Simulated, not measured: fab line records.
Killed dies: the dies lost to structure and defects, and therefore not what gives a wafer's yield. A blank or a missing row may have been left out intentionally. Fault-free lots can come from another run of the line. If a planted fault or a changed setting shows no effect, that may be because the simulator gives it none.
Lot-split experiment :: flow n5Finfet :: 21 wafers read from 7 lots, route of 1938 steps

ON THE SPLIT
At N5_BEOL_M10_COAT_64 (time 60 s, resist thk 30 nm), the setting spinRpm was moved away from the recipe's 1500 rpm on 8 of the 21 wafers read, by -6.3% to +4.5%. All remaining wafers had this setting at the recipe value.

FROM THE SPLIT TO THE READING: what the file shows between them, 5 steps
- N5_BEOL_M10_COAT_22: resist thk 90 nm (also split here: spinRpm)
- N5_BEOL_M10_EBR_24
- N5_BEOL_M10_SOFTBAKE_23: time 60 s
- N5_BEOL_M10_DESCUM_33: chemistry O2, time 7.9 s
- N5_BEOL_M10_ETCH_65: etches SiARC in CF4, target depth 39 nm, time 65 s

THE READING
SiARC_of_BEOL_M10_COAT_64.thkNm (the simulator's own value, which no gauge read), in nm, at N5_BEOL_M10_ETCH_66 (etches SOC in N2/H2, target depth 120 nm, overetch 24 nm, time 180 s). The file gives no usual value for it. Across the 13 wafers here that went through the recipe, the average is 22.6 nm and the standard deviation 0.17 nm.

wafer: L080.1
tool, chamber at the split: lithoTrack-04, 0
spinRpm as run, rpm: 1568
against the recipe: +4.5%
SiARC_of_BEOL_M10_COAT_64.thkNm, nm: 22
against lot-mates on the recipe: -0.5

wafer: L080.4
tool, chamber at the split: lithoTrack-04, 0
spinRpm as run, rpm: 1500
against the recipe: recipe
SiARC_of_BEOL_M10_COAT_64.thkNm, nm: 22.6
against lot-mates on the recipe: -

wafer: L080.6
tool, chamber at the split: lithoTrack-04, 0
spinRpm as run, rpm: 1500
against the recipe: recipe
SiARC_of_BEOL_M10_COAT_64.thkNm, nm: 22.4
against lot-mates on the recipe: -

wafer: L081.3
tool, chamber at the split: lithoTrack-04, 0
spinRpm as run, rpm: 1500
against the recipe: recipe
SiARC_of_BEOL_M10_COAT_64.thkNm, nm: 22.6
against lot-mates on the recipe: -

wafer: L081.5
tool, chamber at the split: lithoTrack-04, 0
spinRpm as run, rpm: 1500
against the recipe: recipe
SiARC_of_BEOL_M10_COAT_64.thkNm, nm: 22.6
against lot-mates on the recipe: -

wafer: L081.4
tool, chamber at the split: lithoTrack-04, 0
spinRpm as run, rpm: 1500
against the recipe: recipe
SiARC_of_BEOL_M10_COAT_64.thkNm, nm: 22.8
against lot-mates on the recipe: -

wafer: L085.3
tool, chamber at the split: lithoTrack-02, 0
spinRpm as run, rpm: 1500
against the recipe: recipe
SiARC_of_BEOL_M10_COAT_64.thkNm, nm: 22.8
against lot-mates on the recipe: -

wafer: L085.4
tool, chamber at the split: lithoTrack-02, 0
spinRpm as run, rpm: 1545
against the recipe: +3.0%
SiARC_of_BEOL_M10_COAT_64.thkNm, nm: 22.4
against lot-mates on the recipe: -0.4

wafer: L085.5
tool, chamber at the split: lithoTrack-02, 0
spinRpm as run, rpm: 1545
against the recipe: +3.0%
SiARC_of_BEOL_M10_COAT_64.thkNm, nm: 22
against lot-mates on the recipe: -0.8

wafer: L089.2
tool, chamber at the split: lithoTrack-01, 0
spinRpm as run, rpm: 1560
against the recipe: +4.0%
SiARC_of_BEOL_M10_COAT_64.thkNm, nm: 22
against lot-mates on the recipe: -0.4

wafer: L089.4
tool, chamber at the split: lithoTrack-01, 0
spinRpm as run, rpm: 1500
against the recipe: recipe
SiARC_of_BEOL_M10_COAT_64.thkNm, nm: 22.4
against lot-mates on the recipe: -

wafer: L089.5
tool, chamber at the split: lithoTrack-01, 0
spinRpm as run, rpm: 1560
against the recipe: +4.0%
SiARC_of_BEOL_M10_COAT_64.thkNm, nm: 22.2
against lot-mates on the recipe: -0.2

wafer: L092.1
tool, chamber at the split: lithoTrack-01, 0
spinRpm as run, rpm: 1551
against the recipe: +3.4%
SiARC_of_BEOL_M10_COAT_64.thkNm, nm: 22
against lot-mates on the recipe: -0.6

wafer: L092.6
tool, chamber at the split: lithoTrack-01, 0
spinRpm as run, rpm: 1551
against the recipe: +3.4%
SiARC_of_BEOL_M10_COAT_64.thkNm, nm: 22
against lot-mates on the recipe: -0.6

wafer: L092.4
tool, chamber at the split: lithoTrack-01, 0
spinRpm as run, rpm: 1500
against the recipe: recipe
SiARC_of_BEOL_M10_COAT_64.thkNm, nm: 22.6
against lot-mates on the recipe: -

wafer: L095.3
tool, chamber at the split: lithoTrack-01, 0
spinRpm as run, rpm: 1500
against the recipe: recipe
SiARC_of_BEOL_M10_COAT_64.thkNm, nm: 22.4
against lot-mates on the recipe: -

wafer: L095.4
tool, chamber at the split: lithoTrack-01, 0
spinRpm as run, rpm: 1406
against the recipe: -6.3%
SiARC_of_BEOL_M10_COAT_64.thkNm, nm: 23.6
against lot-mates on the recipe: +0.9

wafer: L095.5
tool, chamber at the split: lithoTrack-01, 0
spinRpm as run, rpm: 1500
against the recipe: recipe
SiARC_of_BEOL_M10_COAT_64.thkNm, nm: 23
against lot-mates on the recipe: -

wafer: L094.3
tool, chamber at the split: lithoTrack-01, 0
spinRpm as run, rpm: 1500
against the recipe: recipe
SiARC_of_BEOL_M10_COAT_64.thkNm, nm: 22.8
against lot-mates on the recipe: -

wafer: L094.4
tool, chamber at the split: lithoTrack-01, 0
spinRpm as run, rpm: 1500
against the recipe: recipe
SiARC_of_BEOL_M10_COAT_64.thkNm, nm: 22.6
against lot-mates on the recipe: -

wafer: L094.5
tool, chamber at the split: lithoTrack-01, 0
spinRpm as run, rpm: 1500
against the recipe: recipe
SiARC_of_BEOL_M10_COAT_64.thkNm, nm: 22.6
against lot-mates on the recipe: -

THE FIT
A straight line over all 21 wafers: SiARC_of_BEOL_M10_COAT_64.thkNm changes by -0.151 nm for each +1% of spinRpm; r = -0.91; the points scatter about the line by 0.17 nm.
The same after taking each lot's own level away (the mean of its wafers on the recipe; 21 wafers): -0.135 nm for each +1%; r = -0.88; scatter 0.18 nm.
On that fit, the largest move of spinRpm shifts the reading by 0.85 nm.
Across the lots, their own levels run from 22.40 to 22.80 nm, a range of 2.3 times the standard deviation given above.
Thus the slope moves with the lot-to-lot level: the two fits are different.
Check: with one of the wafers moved furthest among these (-6.3%) left out of the fit, the line predicts +0.793 nm for it against its lot-mates. It came out at +0.9 nm against them.

THE OTHER SPLITS THESE WAFERS WENT THROUGH
Before the reading, these wafers also passed through other splits. Each is held against what the fit with the lots' levels taken away leaves over:
other split on the same wafers: N5_BEOL_M8_EXPOSE_08 doseMj
wafers away from the commonest value: 7
r with SiARC_of_BEOL_M10_COAT_64.thkNm (lot level and that fit taken away): +0.31

other split on the same wafers: N5_BEOL_M8_DESCUM_33 timeS
wafers away from the commonest value: 10
r with SiARC_of_BEOL_M10_COAT_64.thkNm (lot level and that fit taken away): +0.20

other split on the same wafers: N5_BEOL_M8_TRENCH_ETCH_37 biasW
wafers away from the commonest value: 4
r with SiARC_of_BEOL_M10_COAT_64.thkNm (lot level and that fit taken away): -0.22

other split on the same wafers: N5_BEOL_M9_ETCH_61 sourceW
wafers away from the commonest value: 6
r with SiARC_of_BEOL_M10_COAT_64.thkNm (lot level and that fit taken away): -0.09

other split on the same wafers: N5_BEOL_M10_COAT_22 spinRpm
wafers away from the commonest value: 8
r with SiARC_of_BEOL_M10_COAT_64.thkNm (lot level and that fit taken away): -0.16

THE WHOLE CHAIN: every reading that the file lists as answering this split, in the file's order
step: N5_BEOL_M10_COAT_64
what it does: time 60 s, resist thk 30 nm
reading: SiARC_of_BEOL_M10_COAT_64.thkNm (the simulator's own value, which no gauge read)
change (the file's fit): -0.162 nm for each +1% of the setting
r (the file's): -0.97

step: N5_BEOL_M10_ETCH_65
what it does: etches SiARC in CF4, target depth 39 nm, time 65 s
reading: etch.depthNm (the simulator's own value, which no gauge read)
change (the file's fit): -0.157 nm for each +1% of the setting
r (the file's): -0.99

step: N5_BEOL_M10_ETCH_66
what it does: etches SOC in N2/H2, target depth 120 nm, overetch 24 nm, time 180 s
reading: SiARC_of_BEOL_M10_COAT_64.thkNm (the simulator's own value, which no gauge read)
change (the file's fit): -0.134 nm for each +1% of the setting
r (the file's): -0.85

FILE'S OWN FIT
SiARC_of_BEOL_M10_COAT_64.thkNm changes by -0.134 nm for each +1% of spinRpm, r = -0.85.
